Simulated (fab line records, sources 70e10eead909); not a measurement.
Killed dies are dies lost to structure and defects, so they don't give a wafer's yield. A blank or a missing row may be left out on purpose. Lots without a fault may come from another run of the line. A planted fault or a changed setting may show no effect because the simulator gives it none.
Which tool did it? | flow nand_harc | 14 lots, 42 wafers sampled, at 5 steps of a route of 1159

WHAT THE GAUGES READ, wafer by wafer
NHARC_A_SOURCE_PLATE_THK_MEAS_09: measures by ellipsometry. Usual: thk_nm 9.9 nm, standard deviation 0.94.
lot  | measured     | on            | thk_nm (nm)    | flag
L361 | day 7 05:31  | film_metro-01 | 9.2 9.9 9.8    |
L362 | day 7 05:31  | film_metro-02 | 10.5 9.8 10.7  |
L364 | day 7 16:34  | film_metro-01 | 9.6 9.0 9.0    |
L363 | day 7 20:55  | film_metro-02 | 17.4 17.2 16.3 | OFF
L365 | day 8 03:52  | film_metro-02 | 8.0 9.8 9.7    |
L367 | day 8 15:11  | film_metro-01 | 9.5 9.6 10.2   |
L369 | day 8 22:01  | film_metro-02 | 10.2 10.7 9.1  |
L371 | day 9 07:37  | film_metro-01 | 18.3 16.7 15.8 | OFF
L375 | day 10 00:04 | film_metro-01 | 10.8 9.3 9.7   |
L374 | day 10 10:11 | film_metro-02 | 17.7 17.9 14.5 | OFF
L376 | day 10 19:07 | film_metro-02 | 9.2 10.5 9.7   |
L378 | day 11 00:47 | film_metro-01 | 9.5 10.0 8.7   |
L382 | day 11 21:53 | film_metro-01 | 8.7 10.4 8.4   |
L381 | day 11 21:53 | film_metro-02 | 9.9 9.1 8.5    |

NHARC_A_ONON_D1_THK_MEAS_08: measures by ellipsometry. Usual: thk_nm 1002 nm, standard deviation 12.
lot  | measured     | on            | thk_nm (nm)    | flag
L361 | day 7 20:52  | film_metro-02 | 1000 1002 1001 |
L362 | day 7 21:05  | film_metro-02 | 988 990 989    |
L364 | day 8 07:32  | film_metro-01 | 1018 1016 1018 |
L363 | day 8 07:49  | film_metro-02 | 991 990 992    |
L365 | day 8 19:02  | film_metro-02 | 996 996 998    |
L367 | day 9 07:10  | film_metro-01 | 995 994 993    |
L369 | day 9 13:00  | film_metro-01 | 999 1001 1001  |
L371 | day 9 20:18  | film_metro-02 | 1000 1002 1001 |
L375 | day 10 14:43 | film_metro-02 | 1017 1018 1018 |
L374 | day 10 21:28 | film_metro-01 | 1007 1008 1006 |
L376 | day 11 09:58 | film_metro-02 | 1003 1004 1004 |
L378 | day 11 16:31 | film_metro-02 | 969 966 966    |
L382 | day 12 13:25 | film_metro-01 | 1016 1016 1017 |
L381 | day 12 13:31 | film_metro-01 | 988 989 987    |

NHARC_A_ONON_D1_THK_MEAS_11: measures by ellipsometry. Usual: thk_nm 1002 nm, standard deviation 10.
lot  | measured     | on            | thk_nm (nm)    | flag
L361 | day 7 21:26  | film_metro-01 | 1018 1017 1017 |
L362 | day 7 21:40  | film_metro-01 | 1002 1001 1003 |
L364 | day 8 08:10  | film_metro-01 | 1016 1019 1018 |
L363 | day 8 08:22  | film_metro-01 | 1000 1000 1000 |
L365 | day 8 19:36  | film_metro-02 | 1014 1013 1014 |
L367 | day 9 07:45  | film_metro-02 | 1000 999 1000  |
L369 | day 9 13:34  | film_metro-01 | 995 994 994    |
L371 | day 9 20:52  | film_metro-02 | 1023 1021 1022 |
L375 | day 10 15:17 | film_metro-01 | 997 995 994    |
L374 | day 10 22:02 | film_metro-02 | 970 973 973    |
L376 | day 11 10:32 | film_metro-02 | 1010 1009 1012 |
L378 | day 11 17:05 | film_metro-02 | 990 988 988    |
L382 | day 12 13:59 | film_metro-01 | 1003 1001 1001 |
L381 | day 12 14:05 | film_metro-01 | 1003 1002 1002 |

WHICH TOOL RAN EACH LOT (tool, then ch and the chambers of the sampled wafers, then the start)
lot  | NHARC_P_BONDPAD_CMP_32        | NHARC_A_SOURCE_PLATE_OXIDE_02
L361 | cmp-02 ch 0,2,3, day 6 15:41  | furnace-08 ch 0, day 7 01:28
L362 | cmp-03 ch 0,1,3, day 6 16:16  | furnace-08 ch 0, day 7 01:28
L364 | cmp-01 ch 2,3, day 7 02:35    | furnace-05 ch 0, day 7 12:29
L363 | cmp-02 ch 0,2,3, day 7 02:53  | furnace-05 ch 0, day 7 12:29
L365 | cmp-01 ch 1,3, day 7 14:24    | furnace-08 ch 0, day 7 23:47
L367 | cmp-03 ch 1,2, day 8 02:33    | furnace-08 ch 0, day 8 11:04
L369 | cmp-02 ch 0,3, day 8 08:31    | furnace-05 ch 0, day 8 17:57
L371 | cmp-03 ch 1,2,3, day 8 12:26  | furnace-05 ch 0, day 8 21:40 and furnace-07 ch 0, day 9 03:09
L375 | cmp-03 ch 0,1,3, day 9 10:15  | furnace-05 ch 0, day 9 20:02
L374 | cmp-02 ch 1,2,3, day 9 17:53  | furnace-05 ch 0, day 10 01:50
L376 | cmp-01 ch 0,2, day 10 03:34   | furnace-05 ch 0, day 10 15:04
L378 | cmp-03 ch 2,3, day 10 13:00   | furnace-05 ch 0, day 10 20:47
L382 | cmp-02 ch 0,2,3, day 11 08:12 | furnace-05 ch 0, day 11 17:47
L381 | cmp-02 ch 2,3, day 11 09:47   | furnace-05 ch 0, day 11 17:47
- NHARC_P_BONDPAD_CMP_32: polishes SiCN, target thk 200 nm.
- NHARC_A_SOURCE_PLATE_OXIDE_02: material SiO2, target thk 10 nm, ox time 1362 s.

WHAT THE TOOLS THEMSELVES READ (means of the sampled wafers that have a number; where no wafer has one, the mark that the record gives instead)
NHARC_P_BONDPAD_CMP_32. Usual: motor_current_A 12.2 A, standard deviation 1.
lot  | tool   | motor_current_A (A) | flag
L361 | cmp-02 | 12.5                |
L362 | cmp-03 | 12.9                |
L364 | cmp-01 | 11.7                |
L363 | cmp-02 | 12.5                |
L365 | cmp-01 | 12.5                |
L367 | cmp-03 | 12.2                |
L369 | cmp-02 | 11.6                |
L371 | cmp-03 | 12.2                |
L375 | cmp-03 | 13.0                |
L374 | cmp-02 | 12.3                |
L376 | cmp-01 | 11.8                |
L378 | cmp-03 | 12.8                |
L382 | cmp-02 | 12.2                |
L381 | cmp-02 | 12.6                |

NHARC_A_SOURCE_PLATE_OXIDE_02. Usual: ox_temp_c 899.9 C, standard deviation 0.39; zone_power_upper_pct 16.5 %, standard deviation 0.37.
lot  | tool                  | ox_temp_c (C) | zone_power_upper_pct (%) | flag
L361 | furnace-08            | 899.0         | 15.8                     |
L362 | furnace-08            | 900.2         | 16.0                     |
L364 | furnace-05            | 900.4         | 16.8                     |
L363 | furnace-05            | 900.1         | 16.6                     |
L365 | furnace-08            | 899.9         | 15.9                     |
L367 | furnace-08            | 899.6         | 15.9                     |
L369 | furnace-05            | 900.1         | 16.6                     |
L371 | furnace-05/furnace-07 | 899.7         | 16.6                     |
L375 | furnace-05            | 900.1         | 16.6                     |
L374 | furnace-05            | 899.7         | 16.7                     |
L376 | furnace-05            | 899.8         | 16.7                     |
L378 | furnace-05            | 899.8         | 16.6                     |
L382 | furnace-05            | 900.3         | 16.8                     |
L381 | furnace-05            | 900.1         | 16.6                     |

THE ANSWER, worked out from the rows above alone
Rule: a lot is off if the mean of its wafers that have a number lies more than 3 standard deviations from the usual mean. A lot without any number at a reading at which 4 lots or more have one is off too. The other lots that the step has rows for count as sound. The gauges are gone through in route order, then the tools' own readings, and for those a lot's mean is taken as printed above. The first step at which some lot is off is used, and at that step the reading that is off furthest; a lot without a number counts as furthest.
Off: L363, L371, L374, at NHARC_A_SOURCE_PLATE_THK_MEAS_09 (thk_nm).
A tool fits if, at a process step before that reading, it ran every lot that is off, and no sound lot after the first of them. The gauges at NHARC_A_SOURCE_PLATE_THK_MEAS_09 are tried like those tools. None of those tried fits.

WHAT THE SIMULATOR HAD PUT IN
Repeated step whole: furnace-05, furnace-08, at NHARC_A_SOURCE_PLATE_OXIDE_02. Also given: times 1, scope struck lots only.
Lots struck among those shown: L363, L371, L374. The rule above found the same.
